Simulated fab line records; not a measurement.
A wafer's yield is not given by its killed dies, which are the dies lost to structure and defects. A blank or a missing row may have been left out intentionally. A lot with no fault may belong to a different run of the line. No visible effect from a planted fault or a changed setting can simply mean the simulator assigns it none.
Tool commonality check || flow nandHarc || 14 lots and 42 wafers in the sample

## WHY IT WAS OPENED
Flagged at NHARC_A_ONON_D2_THK_MEAS_18: reading thkNm, on 2 of 14 lots. Fault-free wafers read 998 nm, with a standard deviation of 8.8.
Rule: a lot is flagged in two cases, either no wafer of it has a number, or all its wafers with numbers fall more than 4 standard deviations from that mean. All remaining lots are regarded as sound.

{"lot": "L367", "measured": "day 12 20:52", "on": "filmMetro-01", "thkNm (nm), wafer by wafer": "1008 1009 1009", "flag": ""}
{"lot": "L368", "measured": "day 12 20:53", "on": "filmMetro-02", "thkNm (nm), wafer by wafer": "1013 1012 1010", "flag": ""}
{"lot": "L371", "measured": "day 14 13:59", "on": "filmMetro-01", "thkNm (nm), wafer by wafer": "1011 1013 1013", "flag": ""}
{"lot": "L373", "measured": "day 15 14:50", "on": "filmMetro-02", "thkNm (nm), wafer by wafer": "1568 1567 1567", "flag": "FLAGGED"}
{"lot": "L374", "measured": "day 16 11:52", "on": "filmMetro-01", "thkNm (nm), wafer by wafer": "1568 1568 1568", "flag": "FLAGGED"}
{"lot": "L382", "measured": "day 19 00:49", "on": "filmMetro-02", "thkNm (nm), wafer by wafer": "989 990 990", "flag": ""}
{"lot": "L383", "measured": "day 20 00:59", "on": "filmMetro-02", "thkNm (nm), wafer by wafer": "994 996 994", "flag": ""}
{"lot": "L384", "measured": "day 20 05:59", "on": "filmMetro-02", "thkNm (nm), wafer by wafer": "998 999 998", "flag": ""}
{"lot": "L385", "measured": "day 20 12:22", "on": "filmMetro-01", "thkNm (nm), wafer by wafer": "1008 1010 1009", "flag": ""}
{"lot": "L386", "measured": "day 21 18:53", "on": "filmMetro-02", "thkNm (nm), wafer by wafer": "989 991 990", "flag": ""}
{"lot": "L387", "measured": "day 21 18:53", "on": "filmMetro-01", "thkNm (nm), wafer by wafer": "987 988 988", "flag": ""}
{"lot": "L388", "measured": "day 21 19:14", "on": "filmMetro-01", "thkNm (nm), wafer by wafer": "1000 1002 1003", "flag": ""}
{"lot": "L390", "measured": "day 22 19:10", "on": "filmMetro-01", "thkNm (nm), wafer by wafer": "993 991 991", "flag": ""}
{"lot": "L389", "measured": "day 22 19:10", "on": "filmMetro-02", "thkNm (nm), wafer by wafer": "1006 1004 1003", "flag": ""}
On average the flagged lots' numbers are 1568 nm, which is +570 nm against the usual, or +65 standard deviations.

## WHICH TOOL RAN EACH LOT
Before the reading, the record contains 3 process steps out of a 1302-step route. In each cell: the tool, then ch and the chambers that the sampled wafers went through, then the start.
{"lot": "L367", "flag": "", "NHARC_A_DECK1_JOINT_CMP_13": "cmp-03 ch 1,2,3, day 11 12:47", "NHARC_A_DECK1_JOINT_CMP_02": "cmp-03 ch 0,1,2, day 12 09:49", "NHARC_A_ONON_D2_DEP_16": "pecvdOnon-03 ch 0, day 12 20:28"}
{"lot": "L368", "flag": "", "NHARC_A_DECK1_JOINT_CMP_13": "cmp-01 ch 0,1,3, day 11 12:46", "NHARC_A_DECK1_JOINT_CMP_02": "cmp-01 ch 0,1,3, day 12 09:49", "NHARC_A_ONON_D2_DEP_16": "pecvdOnon-04 ch 0, day 12 20:23"}
{"lot": "L371", "flag": "", "NHARC_A_DECK1_JOINT_CMP_13": "cmp-03 ch 0,2,3, day 13 02:50", "NHARC_A_DECK1_JOINT_CMP_02": "cmp-01 ch 1,2,3, day 14 02:41", "NHARC_A_ONON_D2_DEP_16": "pecvdOnon-02 ch 0, day 14 13:32"}
{"lot": "L373", "flag": "FLAGGED", "NHARC_A_DECK1_JOINT_CMP_13": "cmp-01 ch 1,2, day 13 21:46", "NHARC_A_DECK1_JOINT_CMP_02": "cmp-01 ch 0,1, day 15 03:30", "NHARC_A_ONON_D2_DEP_16": "pecvdOnon-03 ch 0, day 15 14:26"}
{"lot": "L374", "flag": "FLAGGED", "NHARC_A_DECK1_JOINT_CMP_13": "cmp-04 ch 1,2, day 14 20:37", "NHARC_A_DECK1_JOINT_CMP_02": "cmp-04 ch 0,1,3, day 15 23:58", "NHARC_A_ONON_D2_DEP_16": "pecvdOnon-03 ch 0, day 16 11:25"}
{"lot": "L382", "flag": "", "NHARC_A_DECK1_JOINT_CMP_13": "cmp-01 ch 0,1,3, day 17 13:18", "NHARC_A_DECK1_JOINT_CMP_02": "cmp-01 ch 0,2,3, day 18 13:14", "NHARC_A_ONON_D2_DEP_16": "pecvdOnon-02 ch 0, day 19 00:22"}
{"lot": "L383", "flag": "", "NHARC_A_DECK1_JOINT_CMP_13": "cmp-01 ch 1,2,3, day 18 08:38", "NHARC_A_DECK1_JOINT_CMP_02": "cmp-03 ch 0,2,3, day 19 12:59", "NHARC_A_ONON_D2_DEP_16": "pecvdOnon-03 ch 0, day 20 00:32"}
{"lot": "L384", "flag": "", "NHARC_A_DECK1_JOINT_CMP_13": "cmp-01 ch 1,2,3, day 18 18:40", "NHARC_A_DECK1_JOINT_CMP_02": "cmp-03 ch 0,2, day 19 17:31", "NHARC_A_ONON_D2_DEP_16": "pecvdOnon-03 ch 0, day 20 05:32"}
{"lot": "L385", "flag": "", "NHARC_A_DECK1_JOINT_CMP_13": "cmp-04 ch 1,3, day 18 23:58", "NHARC_A_DECK1_JOINT_CMP_02": "cmp-01 ch 0,1,3, day 20 00:13", "NHARC_A_ONON_D2_DEP_16": "pecvdOnon-03 ch 0, day 20 11:51"}
{"lot": "L386", "flag": "", "NHARC_A_DECK1_JOINT_CMP_13": "cmp-04 ch 0,2, day 20 00:58", "NHARC_A_DECK1_JOINT_CMP_02": "cmp-04 ch 0,2, day 21 06:26", "NHARC_A_ONON_D2_DEP_16": "pecvdOnon-03 ch 0, day 21 18:23"}
{"lot": "L387", "flag": "", "NHARC_A_DECK1_JOINT_CMP_13": "cmp-04 ch 0,1,3, day 20 09:37", "NHARC_A_DECK1_JOINT_CMP_02": "cmp-03 ch 0,1,3, day 21 08:59", "NHARC_A_ONON_D2_DEP_16": "pecvdOnon-02 ch 0, day 21 18:23"}
{"lot": "L388", "flag": "", "NHARC_A_DECK1_JOINT_CMP_13": "cmp-04 ch 0,3, day 20 13:02", "NHARC_A_DECK1_JOINT_CMP_02": "cmp-04 ch 0,1, day 21 09:01", "NHARC_A_ONON_D2_DEP_16": "pecvdOnon-03 ch 0, day 21 18:44"}
{"lot": "L390", "flag": "", "NHARC_A_DECK1_JOINT_CMP_13": "cmp-03 ch 0,1, day 21 10:01", "NHARC_A_DECK1_JOINT_CMP_02": "cmp-04 ch 0,1, day 22 08:07", "NHARC_A_ONON_D2_DEP_16": "pecvdOnon-03 ch 0, day 22 18:40"}
{"lot": "L389", "flag": "", "NHARC_A_DECK1_JOINT_CMP_13": "cmp-04 ch 0,2,3, day 21 10:05", "NHARC_A_DECK1_JOINT_CMP_02": "cmp-03 ch 0,2,3, day 22 08:11", "NHARC_A_ONON_D2_DEP_16": "pecvdOnon-02 ch 0, day 22 18:43"}
What the steps here do:
- NHARC_A_DECK1_JOINT_CMP_13: polishes, target thk 51.023 nm.
- NHARC_A_DECK1_JOINT_CMP_02: polishes SiOx.
- NHARC_A_ONON_D2_DEP_16: target thk 1000 nm.
- NHARC_A_ONON_D2_THK_MEAS_18: measures by ellipsometry.

## FLAGGED AGAINST TOTAL, ONE TOOL AT A TIME (gauges that did the reading follow at the end)
{"step": "NHARC_A_DECK1_JOINT_CMP_13", "tool": "cmp-01", "lots run": 5, "flagged": 1, "share of the flagged lots": "some", "sound lots run after its first flagged lot": "3 (L382,L383,L384)"}
{"step": "NHARC_A_DECK1_JOINT_CMP_13", "tool": "cmp-03", "lots run": 3, "flagged": 0, "share of the flagged lots": "none", "sound lots run after its first flagged lot": "-"}
{"step": "NHARC_A_DECK1_JOINT_CMP_13", "tool": "cmp-04", "lots run": 6, "flagged": 1, "share of the flagged lots": "some", "sound lots run after its first flagged lot": "5 (L385,L386,L387,L388,L389)"}
{"step": "NHARC_A_DECK1_JOINT_CMP_02", "tool": "cmp-01", "lots run": 5, "flagged": 1, "share of the flagged lots": "some", "sound lots run after its first flagged lot": "2 (L382,L385)"}
{"step": "NHARC_A_DECK1_JOINT_CMP_02", "tool": "cmp-03", "lots run": 5, "flagged": 0, "share of the flagged lots": "none", "sound lots run after its first flagged lot": "-"}
{"step": "NHARC_A_DECK1_JOINT_CMP_02", "tool": "cmp-04", "lots run": 4, "flagged": 1, "share of the flagged lots": "some", "sound lots run after its first flagged lot": "3 (L386,L388,L390)"}
{"step": "NHARC_A_ONON_D2_DEP_16", "tool": "pecvdOnon-02", "lots run": 4, "flagged": 0, "share of the flagged lots": "none", "sound lots run after its first flagged lot": "-"}
{"step": "NHARC_A_ONON_D2_DEP_16", "tool": "pecvdOnon-03", "lots run": 9, "flagged": 2, "share of the flagged lots": "all", "sound lots run after its first flagged lot": "6 (L383,L384,L385,L386,L388,L390)"}
{"step": "NHARC_A_ONON_D2_DEP_16", "tool": "pecvdOnon-04", "lots run": 1, "flagged": 0, "share of the flagged lots": "none", "sound lots run after its first flagged lot": "-"}
{"step": "NHARC_A_ONON_D2_THK_MEAS_18", "tool": "filmMetro-01", "lots run": 7, "flagged": 1, "share of the flagged lots": "some", "sound lots run after its first flagged lot": "4 (L385,L387,L388,L390)"}
{"step": "NHARC_A_ONON_D2_THK_MEAS_18", "tool": "filmMetro-02", "lots run": 7, "flagged": 1, "share of the flagged lots": "some", "sound lots run after its first flagged lot": "5 (L382,L383,L384,L386,L389)"}

## WHAT THE TABLE ALLOWS
In the table, 1 row covers all flagged lots: pecvdOnon-03 at NHARC_A_ONON_D2_DEP_16.
- pecvdOnon-03 at NHARC_A_ONON_D2_DEP_16 ran 9 lots, 2 of them flagged. Sound lots ran on it after the first flagged one (L383, L384, L385, L386, L388, L390), which a lasting fault on the whole tool wouldn't allow.
No row of the table ran every flagged lot and no sound lot after the first.

## WHAT HAD BEEN PUT IN BY THE SIMULATOR
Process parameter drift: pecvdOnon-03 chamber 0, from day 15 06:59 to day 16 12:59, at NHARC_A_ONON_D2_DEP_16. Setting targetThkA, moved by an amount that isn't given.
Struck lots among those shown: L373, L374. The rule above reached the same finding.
